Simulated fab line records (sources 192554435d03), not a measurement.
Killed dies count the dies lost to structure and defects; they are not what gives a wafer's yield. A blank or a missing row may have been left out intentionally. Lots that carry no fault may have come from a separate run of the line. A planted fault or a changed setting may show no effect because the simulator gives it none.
One fault through the eyes of 2 desks | flow n5Finfet | each desk has only its own numbers; what lay behind them comes last

## FROM THE METROLOGY DESK
Means of the sampled wafers that have a number, per lot and without regard to the tool the lot ran on: this is what the gauges read. A lot is out of limits, marked OUT, if its mean lies more than 4 standard deviations from the usual mean; the brackets give that distance.
Columns: A = cdNm at N5_MIM_TOP_LITHO_CD_MEAS_08, usual 1999.7 nm
lot  | first seen here | A
L740 | day 11 21:29    | 1999.6
L742 | day 12 09:10    | 1999.8
L743 | day 12 09:22    | 2000.2
L741 | day 12 14:44    | 1999.3
L747 | day 13 12:26    | 2000.6
L752 | day 14 15:17    | 1997.6
L755 | day 15 06:53    | 2000.6
L757 | day 16 08:40    | 2000.1
L759 | day 16 21:56    | 1999.9
L762 | day 17 05:52    | 1997.2
L763 | day 17 18:50    | 2000.3
L761 | day 17 18:59    | 2000.6
This desk found nothing out of limits on any of the 12 lots.

## AT THE TOOL OWNER'S DESK: rieMetal-03
The tool's own readings at N5_MIM_BOT_ETCH_ETCH_00 (etches TiN in Cl2/BCl3, target depth 45.5 nm): means of the sampled wafers that have a number, for each lot that ran on this tool. A lot is out of limits, marked OUT, if its mean lies more than 4 standard deviations from the usual mean; the brackets give that distance.
Columns: A = biasW at N5_MIM_BOT_ETCH_ETCH_00, usual 125.9 W; B = drypumpMotorCurrentA at N5_MIM_BOT_ETCH_ETCH_00, usual 5.46 A; C = mfcCl2Sccm at N5_MIM_BOT_ETCH_ETCH_00, usual 53.24 sccm; D = oesProductAu at N5_MIM_BOT_ETCH_ETCH_00, usual 0.79 a.u.; E = throttleValvePct at N5_MIM_BOT_ETCH_ETCH_00, usual 21.97 %
lot  | first seen here | A               | B    | C     | D    | E
L740 | day 11 22:44    | 126.3           | 5.43 | 53.24 | 0.84 | 21.92
L742 | day 12 10:26    | 125.9           | 5.39 | 53.36 | 0.77 | 22.06
L747 | day 13 13:39    | 120.8 (-13) OUT | 5.40 | 53.36 | 0.82 | 21.94
L752 | day 14 16:37    | 120.4 (-14) OUT | 5.40 | 53.08 | 0.81 | 21.95
This desk finds L747, L752 out of limits, L747 being first, at day 13 13:39 (biasW at N5_MIM_BOT_ETCH_ETCH_00). L740, L742 stayed within limits.

## ALL TOGETHER
The tool owner's desk had the chance to raise an alarm at day 13 13:39 on L747, L752.
At the metrology desk, nothing out of limits was observed.
The metrology desk holds a record of L747, L752, inside its limits.
Of the lots named, all ran N5_MIM_BOT_ETCH_ETCH_00 on rieMetal-03.

## WHAT THE SIMULATOR PUT IN
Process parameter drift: rieMetal-03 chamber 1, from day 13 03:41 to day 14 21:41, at N5_MIM_BOT_ETCH_ETCH_00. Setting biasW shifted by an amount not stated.
Lots struck among those shown: L747, L752.
How many hours passed from the start of the fault until each desk's first out-of-limits reading: the tool owner's desk, 10.
